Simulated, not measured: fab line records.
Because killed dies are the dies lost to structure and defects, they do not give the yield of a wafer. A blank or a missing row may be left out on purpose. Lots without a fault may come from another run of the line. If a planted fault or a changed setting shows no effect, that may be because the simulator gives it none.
A lot that was struck, set against a sound lot + flow n5 finfet + 14 out of 1938 route steps
Sound: wafers L806.1, L806.5, L806.6. Struck: wafer L818.4. (L818.2, L818.3 of the same lot were not struck and are left out.) The cause comes at the end.
Per side, at each step with rows, come the tool, then ch with its chambers, and then its first start. Under that, the readings that differ: sound wafers + struck wafers + difference of the means + sigmas: that difference in standard deviations of wafers without a fault.
alike: words and numbers the same on both sides, and readings whose means are apart by under 2 such deviations; not compared: readings that were withheld, readings missing a value for some wafer, numbers with overlapping values and no deviation given by the record, and bounds like >300 which may hide the same value.
Wherever a step has rows on one side only, a row that says differs or no value, or a row with sigmas, the two part there. Numbers that don't overlap but have no deviation are shown without sigmas and don't part them. A reading missing from all wafers of one side parts the sides only when that side holds two or more wafers.

N5_BEOL_M3_ANNEAL_87: time 240 s.
  sound on pvd sputter-02 at day 7 18:35; struck on pvd sputter-02 at day 11 01:52
  alike: heater power w
then, 1 step without rows for these wafers: N5_BEOL_M3_SPUTTER_88 (material Cu, target thk 4.5 nm, time 8.29 s).
N5_BEOL_M3_ANNEAL_89: time 240 s.
  sound on pvd sputter-02 at day 7 18:48; struck on pvd sputter-02 at day 11 02:05
  alike: heater power w
then, 1 step without rows for these wafers: N5_BEOL_M3_SPUTTER_90 (material Cu, target thk 4.5 nm, time 8.29 s).
N5_BEOL_M3_ANNEAL_91: time 240 s.
  sound on pvd sputter-02 at day 7 19:01; struck on pvd sputter-02 at day 11 02:18
  alike: heater power w
then, 1 step without rows for these wafers: N5_BEOL_M3_SPUTTER_92 (material Cu, target thk 4.5 nm, time 8.29 s).
N5_BEOL_M3_ANNEAL_93: time 240 s.
  sound on pvd sputter-02 at day 7 19:14; struck on pvd sputter-02 at day 11 02:31
  alike: heater power w
then, 2 steps without rows for these wafers: N5_BEOL_M3_SPUTTER_94 (material Cu, target thk 4.5 nm, time 8.29 s); N5_BEOL_M3_ANNEAL_95 (time 240 s).
N5_BEOL_M3_SPUTTER_96: material Cu, target thk 4.5 nm, time 8.29 s.
  sound on pvd sputter-02 at day 7 19:36; struck on pvd sputter-02 at day 11 02:53
  alike: throttle valve pct
then, 2 steps without rows for these wafers: N5_BEOL_M3_ECD_50 (material Cu, target thk 300 nm); N5_BEOL_M3_ANNEAL_51 (time 90 s).
N5_BEOL_M3_CMP_52: polishes, stops on SiOC, t overpolish 6.8 s, target thk 40 nm.
  sound on cmp-02 ch 0,1, day 7 20:17; struck on cmp-03 ch 1, day 11 03:23
| reading                      | sound                | struck | difference | sigmas      |
|------------------------------|----------------------|--------|------------|-------------|
| barrier field endpoint s (s) | 25.4 25.1 24.8       | 19.7   | -5.4       | -12         |
| head pressure psi (psi)      | 1.0013 1.0025 0.9993 | 1.2474 | +0.2464    | +99 or more |
| overpolish run s (s)         | 6.791 6.783 6.793    | 6.808  | +0.019     | +2          |
  alike: clearing platen down force psi, motor current A, time to endpoint s
N5_BEOL_M4_RC_MEAS_101:
  sound on prober-02 ch 0, day 8 06:16; struck on prober-02 ch 0, day 11 12:47
  alike: DIBL_N, DIBL_P, IOFF_N, IOFF_P, ION_N, ION_P, SS_N, SS_P, VT_N, VT_P

WHERE THEY PART
Within this record, at N5_BEOL_M3_CMP_52 only. Later steps at which nothing parts them and some readings are alike: N5_BEOL_M4_RC_MEAS_101.

WHY: whatever the simulator had introduced
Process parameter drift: cmp-03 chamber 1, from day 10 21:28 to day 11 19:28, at N5_BEOL_M3_CMP_52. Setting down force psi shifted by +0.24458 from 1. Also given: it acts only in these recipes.
